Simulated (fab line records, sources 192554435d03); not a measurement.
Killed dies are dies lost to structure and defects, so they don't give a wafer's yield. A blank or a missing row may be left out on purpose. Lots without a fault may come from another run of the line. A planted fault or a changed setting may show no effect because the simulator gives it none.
Split-lot experiment | flow n5_finfet | 7 lots, 39 wafers read, on a route of 1938 steps

THE SPLIT
At N5_BEOL_M15_ILD_DEP_00 (deposits SiO2 from TEOS/O2, target thk 1629.3 nm, time 346.1 s), the setting time_s was moved away from the recipe's 346.1 s on 6 of the 39 wafers read, by -43.5% to +26.1%. The other wafers ran this setting at the recipe's value.

The file shows no step between the split and the reading.

THE READING
M15_ILD_THK, in nm, at N5_BEOL_M15_THK_MEAS_01. Fault-free wafers of this fab line usually give 1632 nm, standard deviation 25 nm.

wafer  | tool, chamber at the split | time_s as run, s | against the recipe | M15_ILD_THK, nm | against lot-mates on the recipe
L075.1 | pecvd-04, 2                | 346.1            | recipe             | 1660            | -
L075.2 | pecvd-04, 1                | 346.1            | recipe             | 1623            | -
L075.3 | pecvd-04, 0                | 346.1            | recipe             | 1639            | -
L075.4 | pecvd-04, 1                | 346.1            | recipe             | 1647            | -
L075.5 | pecvd-04, 2                | 346.1            | recipe             | 1655            | -
L075.6 | pecvd-04, 0                | 346.1            | recipe             | 1660            | -
L076.1 | pecvd-02, 2                | 436.4            | +26.1%             | 2042            | +404
L076.2 | pecvd-02, 1                | 346.1            | recipe             | 1625            | -
L076.3 | pecvd-02, 0                | 346.1            | recipe             | 1620            | -
L076.4 | pecvd-02, 1                | 346.1            | recipe             | 1670            | -
L076.5 | pecvd-02, 0                | 436.4            | +26.1%             | 2061            | +423
L076.6 | pecvd-02, 2                | 436.4            | +26.1%             | 2061            | +423
L080.2 | pecvd-04, 0                | 346.1            | recipe             | 1646            | -
L080.3 | pecvd-04, 1                | 346.1            | recipe             | 1665            | -
L080.5 | pecvd-04, 0                | 346.1            | recipe             | 1686            | -
L079.1 | pecvd-02, 2                | 346.1            | recipe             | 1589            | -
L079.2 | pecvd-02, 0                | 346.1            | recipe             | 1614            | -
L079.3 | pecvd-02, 1                | 346.1            | recipe             | 1630            | -
L079.4 | pecvd-02, 2                | 346.1            | recipe             | 1591            | -
L079.5 | pecvd-02, 0                | 346.1            | recipe             | 1643            | -
L079.6 | pecvd-02, 1                | 346.1            | recipe             | 1659            | -
L083.1 | pecvd-03, 1                | 346.1            | recipe             | 1599            | -
L083.2 | pecvd-03, 2                | 346.1            | recipe             | 1598            | -
L083.3 | pecvd-03, 0                | 346.1            | recipe             | 1620            | -
L083.4 | pecvd-03, 0,1              | 346.1            | recipe             | 1630            | -
L083.5 | pecvd-03, 0,1              | 346.1            | recipe             | 1631            | -
L083.6 | pecvd-03, 2                | 346.1            | recipe             | 1629            | -
L087.1 | pecvd-03, 1                | 346.1            | recipe             | 1604            | -
L087.2 | pecvd-03, 2                | 346.1            | recipe             | 1571            | -
L087.3 | pecvd-03, 0                | 195.6            | -43.5%             | 910             | -682
L087.4 | pecvd-03, 1                | 346.1            | recipe             | 1600            | -
L087.5 | pecvd-03, 0                | 195.6            | -43.5%             | 920             | -672
L087.6 | pecvd-03, 2                | 195.6            | -43.5%             | 904             | -688
L093.1 | pecvd-03, 1                | 346.1            | recipe             | 1620            | -
L093.2 | pecvd-03, 2                | 346.1            | recipe             | 1627            | -
L093.3 | pecvd-03, 1                | 346.1            | recipe             | 1642            | -
L093.4 | pecvd-03, 2                | 346.1            | recipe             | 1652            | -
L093.5 | pecvd-03, 2                | 346.1            | recipe             | 1632            | -
L093.6 | pecvd-03, 1                | 346.1            | recipe             | 1655            | -
Where a row lists several chambers, the file gives one row for several wafers and doesn't say which wafer went through which chamber.

THE FIT
A straight line over all 39 wafers: M15_ILD_THK changes by +16.5 nm for each +1% of time_s; r = +0.99; the points scatter about the line by 25 nm.
The same after taking each lot's own level away (the mean of its wafers on the recipe; 39 wafers): +15.7 nm for each +1%; r = +1.00; scatter 17 nm.
On that fit, the largest move of time_s shifts the reading by 6.8e+02 nm.
The lots' own levels span 1591.7 to 1665.7 nm, that is 3.0 times the standard deviation above.
So the lot-to-lot level changes the slope little: the two slopes agree.
Check: with one of the wafers moved furthest among these (-43.5%) left out of the fit, the line predicts -684 nm for it against its lot-mates. It came out at -682 nm against them.

OTHER SPLITS ON THESE WAFERS
These wafers also went through other splits before the reading. Each is held against what the fit with the lots' levels taken away leaves over:
other split on the same wafers                 | wafers away from the commonest value | r with M15_ILD_THK (lot level and that fit taken away)
N5_MOL_CONTACT_COAG_VIA_ETCH_46 target_depth_a | 12                                   | -0.05
N5_BEOL_M0_SAQP_ETCH_106 target_depth_a        | 12                                   | +0.02
N5_BEOL_M6_ETCH_66 target_depth_a              | 15                                   | +0.17
N5_BEOL_M10_ILD_DEP_00 time_s                  | 15                                   | +0.10

THE WHOLE CHAIN: every reading that the file lists as answering this split, in the file's order
step                    | what it does                                                   | reading                                                                             | change (the file's fit)              | r (the file's)
N5_BEOL_M15_ILD_DEP_00  | deposits SiO2 from TEOS/O2, target thk 1629.3 nm, time 346.1 s | SiO2_of_BEOL_M15_ILD_DEP_00.thk_nm (the simulator's own value, which no gauge read) | +15.7 nm for each +1% of the setting | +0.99
N5_BEOL_M15_THK_MEAS_01 |                                                                | M15_ILD_THK                                                                         | +15.7 for each +1% of the setting    | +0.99
N5_BEOL_M15_VIA_ETCH_16 | etches SiO2 in C4F8/O2/Ar, target depth 1792.2 nm              | etch.depth_nm (the simulator's own value, which no gauge read)                      | +15.7 nm for each +1% of the setting | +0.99
N5_BEOL_M15_VIA_ETCH_16 | etches SiO2 in C4F8/O2/Ar, target depth 1792.2 nm              | coat_of_BEOL_M15_COAT_04.thk_nm (the simulator's own value, which no gauge read)    | -3.68 nm for each +1% of the setting | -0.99

THE FILE'S OWN FIT
M15_ILD_THK changes by +15.7 nm for each +1% of time_s, r = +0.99.
